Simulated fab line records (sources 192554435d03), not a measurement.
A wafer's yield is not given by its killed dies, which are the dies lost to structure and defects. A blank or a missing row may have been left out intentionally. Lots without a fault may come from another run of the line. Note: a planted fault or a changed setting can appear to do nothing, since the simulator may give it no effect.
fab line records	flow n5Finfet
[record] lots = 9	wafers = 26	lastDay = 20
route steps=1938 shown BEOL_M0@716 BEOL_M4@1111 PASSIVATION@1936
lots untouched by any fault: they come from a run of this same line in which no faults occurred
startH: hours from the record's opening day to when the first of the lot's shown wafers began	waitH: hours from the lot's prior step to this one	" as in the row above	L1.1+2: a row that stands for several wafers	- no value, or no start given	* or withheld: withheld	< > ~ a bound
route shown NAME@n: NAME is a module with steps in the file, n the number in the route of the first one	usual: mean and standard deviation over wafers with no fault	same: alike in all rows	chamber/n: place in a boat	sites: readings site by site	_std_site: how widely they spread, as a standard deviation	_edge_site: outer sites' mean less inner sites'	radiusMm: how far each site lies from the wafer's centre	mask NAME#n: copy n	behind: tool/chamber where the wafer was last shaped	hold: reason for holding the lot/hours on hold/outcome of the hold	device: whichever transistor did not switch (one of n, p or np)	end of line: the route-end tests of the same wafers	step lacking rows: just its recipe	killed: at the first sort, the dies lost to defects and structure; wafer yield is something else	map: the dies of a wafer, with x for killed, . for not killed, _ for no die there
set.NAME: the setting that was run; set.NAME@STEP: the one run at that earlier step	model.NAME: the simulator's own value behind a step, which no gauge read
one table for each step of the route and one row for each wafer, over a sample of lots
services: a tool's chamber out of use, with start hour (startH, from the record's first day; less than 0 if before it), hours out, and reason
[[steps]]
[step N5_BEOL_M0_HM_OPEN_105]
[recipe] chemistry = Cl2/BCl3	targetDepthA = 120	target = TiN	ionEnergyEv = 150	pressureMtorr = 10	icpW = 1000	biasW = 126	Cl2_flow_sccm = 53.25	bcl3FlowSccm = 21.75	Ar_flow_sccm = 25
[usual] drypumpMotorCurrentA = 5.9/0.53	mfcArSccm = 24.99/0.077	mfcCl2Sccm = 53.24/0.17	oesProductAu = 0.79/0.11	throttleValvePct = 21.77/0.18
lot.wafer	tool	chamber	startH	waitH	drypumpMotorCurrentA	mfcArSccm	mfcCl2Sccm	oesProductAu	rfHoursCounterH	throttleValvePct
L580.2	rieMetal-03	1	117.20	1.7	5.2	24.95	53.02	0.82	32	21.66
L580.5	"	0	"	"	5.9	25.09	53.25	0.63	-	21.70
L580.6	"	1	"	"	5.1	25.05	53.10	0.81	-	21.67
L583.1	rieMetal-01	1	135.02	1.3	6.1	24.98	53.53	0.80	32	21.64
L583.2	"	0	"	"	6.7	25.05	53.18	0.58	141	22.11
L583.5	"	1	"	"	6.2	25.09	53.48	0.81	-	21.62
L584.1	rieMetal-02	0	135.05	0.1	5.6	25.06	53.18	0.64	109	21.91
L584.3	"	1	"	"	6.0	25.05	53.24	0.87	-	22.12
L584.5	"	0	"	"	5.6	25.00	53.35	0.64	-	21.90
L585.5	rieMetal-03	1	147.99	2.9	5.1	25.02	53.28	0.82	-	21.67
L585.6	"	0	"	"	5.9	25.02	53.02	0.63	-	21.69
L593.2	rieMetal-02	0	234.60	0.2	5.6	24.92	53.26	0.64	116	21.91
L593.3	"	1	"	"	6.0	25.08	53.09	0.85	-	22.16
L593.5	"	0	"	"	5.7	24.98	53.27	0.63	-	21.91
L594.2	rieMetal-03	1	234.60	1.0	5.1	25.19	53.46	0.79	40	21.70
L594.4	"	1	"	"	5.1	24.94	53.21	0.79	-	21.68
L594.5	"	0	"	"	5.9	25.03	53.14	0.63	-	21.73
L599.1	rieMetal-03	1	270.42	3.1	5.1	24.95	53.16	0.79	43	21.68
L599.3	"	1	"	"	5.1	24.92	53.23	0.79	-	21.69
L599.5	"	1	"	"	5.1	24.95	53.25	0.78	-	21.70
L602.1	rieMetal-01	0	301.81	8.1	6.8	24.95	53.34	0.90	10	21.84
L602.2	"	1	"	"	6.2	24.94	53.18	0.77	45	21.63
L602.3	"	1	"	"	6.2	24.90	53.25	0.77	-	21.64
L600.1	rieMetal-03	0	302.44	5.8	5.9	24.78	53.07	0.97	1	21.41
L600.4	"	0	"	"	5.9	24.81	53.38	0.97	-	21.41
L600.5	"	0	"	"	5.9	24.90	53.04	0.97	-	21.40
[step N5_BEOL_M0_ALD_136]
[recipe] material = TaN	targetThkA = *	tempC = 275	aldPrecursorFamily = PDMAT	aldCoReactant = NH3	pressureTorr = 3	carrierFlowSccm = 1500	pulseTimeS = 2	purgeTimeS = 3	coReactantPurgeTimeS = 2	coReactantPulseTimeS = 3	aldCycles = 30	precursorVesselTempC = 75	precursorVesselPressureTorr = 26.25	precursorVesselCarrierSccm = 1000
[usual] aldCycles = 30/0	chamberPressureTorr = 3.000/0.0065	heaterPowerW = 424/50
[same] purgeTimeS = 3
lot.wafer	tool	chamber	startH	waitH	aldCycles	chamberPressureTorr	heaterPowerW
L580.2	aldMetal-01	1	118.20	0.0	30	3.000	451
L580.5	"	1	"	"	30	2.997	429
L580.6	"	2	"	"	30	3.004	458
L583.1	aldMetal-01	0	136.19	0.1	30	2.999	355
L583.2	"	2	"	"	30	2.995	467
L583.5	"	0	"	"	19	3.012	362
L584.1	aldMetal-01	1	136.41	0.3	30	2.995	437
L584.3	"	3	"	"	30	2.994	354
L584.5	"	0	"	"	19	2.997	362
L585.5	aldMetal-01	2	149.38	0.2	19	3.007	453
L585.6	"	3	"	"	30	2.993	356
L593.2	aldMetal-01	2	236.14	0.0	30	3.003	459
L593.3	"	0	"	"	30	3.004	365
L593.5	"	3	"	"	30	2.998	347
L594.2	aldMetal-02	0	238.11	0.0	30	3.006	433
L594.4	"	1	"	"	30	3.001	503
L594.5	"	3	"	"	30	3.008	430
L599.1	aldMetal-02	0	271.84	0.0	30	2.989	422
L599.3	"	1	"	"	30	2.997	502
L599.5	"	2	"	"	30	2.995	524
L602.1	aldMetal-03	2	303.78	0.0	30	3.006	402
L602.2	"	0	"	"	30	2.987	418
L602.3	"	3	"	"	30	2.994	406
L600.1	aldMetal-03	2	304.02	0.0	30	3.012	421
L600.4	"	1	"	"	30	3.012	359
L600.5	"	2	"	"	30	2.999	397
[step N5_BEOL_M0_ANNEAL_133]
[recipe] tempC = 400	timeS = 60	ambient = vacuum
[usual] heaterPowerW = 847/97	susceptor_temp_C_max = 401.0/0.41
[same] timeS = 60
lot.wafer	tool	chamber	startH	waitH	heaterPowerW	susceptor_temp_C_max
L580.2	pvdSputter-03	-	119.00	0.0	707	401.0
L580.5	"	-	"	"	714	401.3
L580.6	"	-	"	"	709	400.6
L583.1	pvdSputter-01	-	137.21	0.0	1044	400.5
L583.2	"	-	"	"	870	401.7
L583.5	"	-	"	"	1041	400.9
L584.1	pvdSputter-03	-	137.25	0.0	722	401.0
L584.3	"	-	"	"	786	401.0
L584.5	"	-	"	"	727	401.2
L585.5	pvdSputter-02	-	150.19	0.0	943	400.5
L585.6	"	-	"	"	945	400.6
L593.2	pvdSputter-03	-	237.77	0.0	821	401.0
L593.3	"	-	"	"	719	401.1
L593.5	"	-	"	"	720	401.1
L594.2	pvdSputter-03	-	238.81	0.0	731	401.3
L594.4	"	-	"	"	732	400.6
L594.5	"	-	"	"	723	400.6
L599.1	pvdSputter-03	-	273.03	0.0	730	401.3
L599.3	"	-	"	"	723	400.6
L599.5	"	-	"	"	716	401.5
L602.1	pvdSputter-02	-	304.65	0.0	791	400.8
L602.2	"	-	"	"	889	400.5
L602.3	"	-	"	"	937	400.5
L600.1	pvdSputter-01	-	304.90	0.0	998	401.0
L600.4	"	-	"	"	865	401.1
L600.5	"	-	"	"	1007	400.7
[step N5_BEOL_M0_SPUTTER_134]
[recipe] material = Cu	targetThkA = 40	tempC = -20	chamberPressurePa = 0.07	powerW = withheld	timeS = 7.37
[usual] throttleValvePct = 29.7/1.1
[same] timeS = 7.37
lot.wafer	tool	chamber	startH	waitH	throttleValvePct
L580.2	pvdSputter-03	-	119.04	0.0	30.7
L580.5	"	-	"	"	30.7
L580.6	"	-	"	"	29.4
L583.1	pvdSputter-01	-	137.25	0.0	31.3
L583.2	"	-	"	"	30.0
L583.5	"	-	"	"	31.1
L584.1	pvdSputter-03	-	137.29	0.0	30.9
L584.3	"	-	"	"	28.0
L584.5	"	-	"	"	30.3
L585.5	pvdSputter-02	-	150.25	0.0	30.3
L585.6	"	-	"	"	29.8
L593.2	pvdSputter-03	-	237.81	0.0	28.9
L593.3	"	-	"	"	30.7
L593.5	"	-	"	"	28.9
L594.2	pvdSputter-03	-	238.85	0.0	30.7
L594.4	"	-	"	"	29.4
L594.5	"	-	"	"	29.4
L599.1	pvdSputter-03	-	273.07	0.0	30.7
L599.3	"	-	"	"	29.4
L599.5	"	-	"	"	30.7
L602.1	pvdSputter-02	-	304.69	0.0	31.4
L602.2	"	-	"	"	28.8
L602.3	"	-	"	"	30.2
L600.1	pvdSputter-01	-	304.94	0.0	30.9
L600.4	"	-	"	"	28.7
L600.5	"	-	"	"	31.1
[step N5_BEOL_M0_CMP_120]
[recipe] stopOn = SiOC	tOverpolishS = 6.9	downForcePsi = 1	platenRpm = 50	clearingPlatenDownForcePsi = 1.5	clearingPlatenRpm = 50	postCmpClean = cuAlkaline	clearingPlatenPadVelocityMS = 0.99484	padVelocityMS = 0.99484
[usual] barrierFieldEndpointS = 3.63/0.11	clearingPlatenDownForcePsi = 1.5001/0.0029	motorCurrentA = 6.0/0.34	platenRpm = 50.00/0.032
lot.wafer	tool	chamber	startH	waitH	barrierFieldEndpointS	clearingPlatenDownForcePsi	motorCurrentA	platenRpm
L580.2	cmp-01	0	119.77	0.3	3.70	1.5013	5.7	50.00
L580.5	"	1	"	"	3.54	1.4932	6.5	50.00
L580.6	"	2	"	"	3.72	1.5013	6.5	50.01
L583.1	cmp-02	1	137.96	0.3	3.65	1.5027	6.0	49.98
L583.2	"	3	"	"	3.54	1.5078	5.9	50.00
L583.5	"	0	"	"	2.99	1.5012	6.1	50.01
L584.3	cmp-01	2	138.31	0.4	3.68	1.5002	6.8	49.98
L584.1	"	1	"	"	3.53	1.4975	6.6	50.02
L584.5	"	2	"	"	2.90	1.5011	6.8	50.00
L585.5	cmp-01	0	151.08	0.2	3.05	1.5034	5.9	50.03
L585.6	"	1	"	"	3.69	1.5035	6.7	49.97
L593.2	cmp-02	0	238.45	0.2	3.57	1.4979	5.7	50.02
L593.3	"	1	"	"	3.65	1.4975	6.0	50.07
L593.5	"	0	"	"	3.45	1.4988	5.9	49.99
L594.4	cmp-01	0	239.63	0.1	3.57	1.4949	5.9	50.03
L594.2	"	2	"	"	3.43	1.5002	6.3	49.92
L594.5	"	0	"	"	3.49	1.5009	5.5	49.99
L599.1	cmp-02	0	273.68	0.3	3.65	1.4990	5.7	50.01
L599.3	"	1	"	"	3.54	1.4987	6.2	50.01
L599.5	"	1	"	"	3.73	1.4973	5.7	50.03
L602.3	cmp-04	2	306.84	0.2	3.63	1.4993	6.0	49.99
L602.1	"	3	"	"	3.81	1.5011	6.3	50.00
L602.2	"	1	"	"	3.83	1.5023	5.8	49.99
L600.4	cmp-02	2	307.12	0.1	3.76	1.5029	5.8	50.01
L600.1	"	1	"	"	3.62	1.4930	5.7	49.98
L600.5	"	3	"	"	3.84	1.5029	5.9	50.01
[step N5_BEOL_M4_RC_MEAS_101]
[usual] DIBL_N = 36.5/1.2	DIBL_P = 36.5/1.6	IOFF_N = 0.162/0.023	IOFF_P = 0.221/0.03	ION_N = 678/8	ION_P = 466/6.3	SS_N = 71.6/0.46	SS_P = 73.3/0.57	VT_N = 249.2/2.6	VT_P = -249/3.3
lot.wafer	tool	chamber	startH	waitH	DIBL_N[mV/V]	DIBL_P[mV/V]	IOFF_N[nA/um]	IOFF_P[nA/um]	ION_N[uA/um]	ION_P[uA/um]	SS_N[mV/dec]	SS_P[mV/dec]	VT_N[mV]	VT_P[mV]
L580.2	prober-02	0	183.81	0.3	38.6	36.2	0.178	0.225	683	463	71.8	73.7	247.0	-252
L580.5	"	0	"	"	36.6	34.8	0.144	0.207	665	460	71.2	73.2	249.8	-250
L580.6	"	0	"	"	37.1	34.5	0.149	0.197	679	463	72.2	72.9	249.5	-252
L583.1	prober-02	0	235.17	0.0	34.9	33.9	0.131	0.212	674	468	71.7	72.4	250.3	-247
L583.2	"	0	"	"	35.4	32.9	0.129	0.198	664	456	71.5	72.3	253.1	-251
L583.5	"	0	"	"	36.6	34.1	0.145	0.216	668	469	72.1	72.4	250.4	-247
L584.1	prober-02	0	241.66	0.0	36.6	38.9	0.186	0.239	683	467	71.1	74.4	248.0	-248
L584.3	"	0	"	"	37.0	39.9	0.209	0.253	693	470	71.8	73.7	244.0	-245
L584.5	"	0	"	"	36.9	39.0	0.191	0.232	682	470	71.4	73.8	246.5	-248
L585.5	prober-02	0	251.72	0.6	36.5	37.9	0.169	0.252	686	475	72.2	73.7	248.9	-245
L585.6	"	0	"	"	35.3	36.7	0.151	0.234	677	470	72.2	73.3	248.3	-245
L593.2	prober-01	0	290.62	0.2	36.6	36.6	0.161	0.226	682	467	71.9	73.1	251.7	-247
L593.3	"	0	"	"	36.0	36.7	0.152	0.232	670	466	71.6	73.4	251.2	-251
L593.5	"	0	"	"	37.1	37.6	0.177	0.246	686	471	71.3	72.5	247.3	-246
L594.2	prober-02	0	291.12	0.3	35.8	35.7	0.152	0.210	676	464	71.9	73.0	250.9	-250
L594.4	"	0	"	"	36.0	35.9	0.150	0.220	668	458	71.1	72.9	252.0	-249
L594.5	"	0	"	"	37.3	36.7	0.168	0.224	667	461	71.9	74.1	250.8	-248
L599.1	prober-02	0	324.15	0.0	38.8	39.4	0.225	0.302	700	475	72.1	74.0	243.9	-244
L599.3	"	0	"	"	36.4	36.0	0.173	0.244	682	471	71.6	72.6	246.0	-245
L599.5	"	0	"	"	38.4	38.4	0.204	0.288	687	479	71.8	74.0	246.0	-244
L602.1	prober-02	0	357.87	0.0	36.5	36.1	0.189	0.268	692	478	71.5	73.4	246.6	-241
L602.2	"	0	"	"	34.9	33.7	0.157	0.225	680	474	71.4	72.5	248.0	-245
L602.3	"	0	"	"	34.3	34.0	0.154	0.230	686	477	71.4	72.6	248.0	-246
L600.1	prober-01	0	364.54	0.0	38.0	36.7	0.167	0.214	674	462	72.0	74.3	246.7	-249
L600.4	"	0	"	"	37.1	35.6	0.155	0.203	677	465	71.5	72.9	248.8	-250
L600.5	"	0	"	"	36.0	34.9	0.138	0.189	672	464	71.7	73.1	250.6	-249
[step N5_PASSIVATION_PROBE_49]
[usual] defectLimitedYield = 91.2/1.3	killed_at_M0_to_M3 = 34/9.2	killed_at_M4_up = 14/5	killedAtContacts = 13/6.7	killedAtFrontEnd = 39/12	killedAtOther = 4/3.3	killedDies = 104/15	killedOpen = 68/12	killedShort = 34/7.5	sort_bin_5_function = 5.2/0.87	sort_bin_6_memory = 3.3/0.63	sortNPass = 1076/15	sortYieldPct = 91.2/1.3
[same] grossDies = 1180	killedAtBackSide = 0	sort_bin_4_leakage[%] = 0	sort_bin_8_speed[%] = 0
lot.wafer	tool	chamber	startH	waitH	defectLimitedYield[%]	killed_at_M0_to_M3	killed_at_M4_up	killedAtContacts	killedAtFrontEnd	killedAtOther	killedDies	killedOpen	killedShort	sort_bin_5_function[%]	sort_bin_6_memory[%]	sortNPass	sortYieldPct[%]
L594.2	prober-02	-	395.86	0.1	90.9	33	10	8	53	3	107	52	53	5.3	3.1	1073	90.9
L593.2	prober-02	-	397.07	0.1	89.9	22	19	44	33	1	119	75	40	5.5	4.3	1061	89.9
L593.5	prober-02	-	397.22	0.2	89.7	33	9	20	55	5	122	84	36	5.7	4.3	1058	89.7
// killed by level:class
L594.2 FIN_SAQP:geometricParticle:short=25 FIN_SAQP:geometricParticle:open=14 BEOL_M0_SAQP:geometricParticle:short=8 MOL_CONTACT_COAG:geometricParticle:open=6 BEOL_M0_SAQP:geometricParticle:open=6 BEOL_M2:geometricParticle:open=5 DUMMY_GATE:geometricParticle:open=3 DUMMY_GATE:geometricParticle:short=3
L593.2 MOL_CONTACT_COAG:geometricParticle:open=35 MOL_CONTACT_COAG:geometricParticle:short=9 FIN_SAQP:geometricParticle:short=7 BEOL_M0_SAQP:geometricParticle:short=6 GATE_CUT:geometricParticle:short=6 BEOL_M4:geometricParticle:open=5 FIN_SAQP:geometricParticle:open=4 BEOL_M0_SAQP:geometricParticle:open=4
L593.5 MOL_CONTACT_COAG:geometricParticle:open=15 FIN_SAQP:geometricParticle:open=14 STI_FIN_REVEAL:geometricParticle:open=9 DUMMY_GATE:geometricParticle:open=9 BEOL_M1:geometricParticle:open=8 FIN_SAQP:geometricParticle:short=7 BEOL_M0_SAQP:geometricParticle:short=7 MOL_CONTACT_COAG:geometricParticle:short=5
[[services]]
tool	chamber	startH	hours	kind
cmp-04	-	123.36	5.2	pm
aldMetal-03	-	125.20	0.6	repair
pvdSputter-01	-	127.38	0.8	repair
cmp-01	-	127.61	1.6	repair
cmp-04	-	136.81	1.7	repair
cmp-02	-	160.77	1.0	repair
aldMetal-01	-	161.02	0.6	repair
aldMetal-02	-	170.32	2.8	pm
cmp-01	-	178.10	2.4	repair
pvdSputter-03	-	188.94	5.9	repair
pvdSputter-02	-	202.44	2.8	repair
cmp-02	-	204.15	0.5	repair
pvdSputter-03	-	211.08	3.7	repair
rieMetal-03	-	212.47	1.0	repair
rieMetal-03	-	214.10	2.8	pm
aldMetal-03	1	220.55	14.1	repair
aldMetal-03	-	224.35	0.4	repair
aldMetal-03	3	228.52	4.3	repair
cmp-01	-	232.38	5.4	pm
cmp-01	-	243.19	4.5	pm
rieMetal-02	-	254.09	14.6	pm
cmp-01	-	265.06	4.0	pm
aldMetal-03	0	272.87	29.1	repair
cmp-01	-	274.58	4.7	repair
[[key]]
[firstSign] step = N5_BEOL_M0_ALD_136	reading = aldCycles	direction = down	sigmas = 99+	usual = *	struck = *
[effect] step = N5_BEOL_M0_CMP_120	reading = barrierFieldEndpointS	direction = down	sigmas = 5.6	usual = 3.63	struck = 2.98
metAt N5_BEOL_M0_ALD_136
struckLots L583,L584,L585
struckWafers L583.5,L584.5,L585.5
notActingAt N5_BEOL_M0_HM_OPEN_105,N5_BEOL_M0_ANNEAL_133,N5_BEOL_M0_SPUTTER_134
[fault] kind = processParameterDrift	tool = aldMetal-01	chamber = -	onsetH = 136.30	steps = N5_BEOL_M0_ALD_136	channel = aldCycles	offset = *	shape = step	endH = 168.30	scope = struckWafersOnly	actsIn = *	stated = *
